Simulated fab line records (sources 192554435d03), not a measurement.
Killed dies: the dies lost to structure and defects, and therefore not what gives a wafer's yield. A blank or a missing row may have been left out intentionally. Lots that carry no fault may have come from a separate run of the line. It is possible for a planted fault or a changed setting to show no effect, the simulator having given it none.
Code-filled problem report in 8D (eight disciplines) form    flow n5-finfet    the parts of the form that need people (team, actions taken, sign-off) are left out

## 1. WHAT IS WRONG
At N5_GATE_CUT_COAT_35, spin-speed-rpm averages 1417.2 rpm over 6 wafers from 2 lots, while fault-free wafers read 1499.9 rpm, standard deviation 0.93. Relative to the usual mean, that is a shift of -89 standard deviations.
The step: time 60 s, resist thk 10 nm.
First seen on wafer L952.3, day 9 04:49, on litho-track-05. The record holds 12 wafers of 4 lots with a number at this step. Rule for "out", or "out of limits": more than 4 standard deviations from the usual mean. The other wafers with a number count as sound.

## 2. WHAT IT IS, WHAT IT ISN'T
question                     is                      is not
which readings at this step  spin-speed-rpm          plate-temp-C
which lots                   L952, L955              L947, L954
which wafers of those lots   all that have a number  -
read on which tools          litho-track-05          litho-track-04
when                         from day 9 04:49        up to then (3 sound wafers); but 3 sound wafers of L954 came after

## 3. THE SUSPECTS, EACH WITH WHAT RULES IT OUT
Counting: a tool at a process step up to the reading stays a suspect if it ran every lot that is out and no sound lot after the first of them.
- litho-track-05 at N5_GATE_CUT_COAT_35 (time 60 s, resist thk 10 nm): kept. Every lot that is out went through it, starting with L952 (day 9 04:49), and after that it ran no sound lot; the last sound lot it ran before then is L947 (day 8 01:07). On those wafers its own readings are out: spin-speed-rpm.
Remaining after the count: litho-track-05 at N5_GATE_CUT_COAT_35.

## 4. THE CAUSE (what the simulator had put in)
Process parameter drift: litho-track-05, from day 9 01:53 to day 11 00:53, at N5_GATE_CUT_COAT_35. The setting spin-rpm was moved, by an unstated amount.
This tool alone remained once counting was done.

## 5. SEQUENCE OF EFFECTS, ordered by route
Each row: a reading whose mean over the struck wafers that have a number lies more than 3 standard deviations from the usual. Only readings whose record carries a usual standard deviation are examined. hours: median over the lots of the time between each lot's start at the first step of this table that gives one and its start at this step. sigmas: the change, counted in usual standard deviations.
hours  step                 reading         usual       on struck wafers  change  sigmas
0      N5_GATE_CUT_COAT_35  spin-speed-rpm  1499.9 rpm  1417.2            -82.7   -89
Process steps it contains:
- N5_GATE_CUT_COAT_35: time 60 s, resist thk 10 nm.
At these later measuring or inspecting steps, every struck wafer for which the step has a row has a number for every such reading, and none has moved that far: N5_BEOL_M4_RC_MEAS_101.

## 6. WHAT WOULD HAVE CAUGHT IT SOONER
In this record the first reading out of limits was taken at day 9 04:49, 3 hours after the fault began at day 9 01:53.
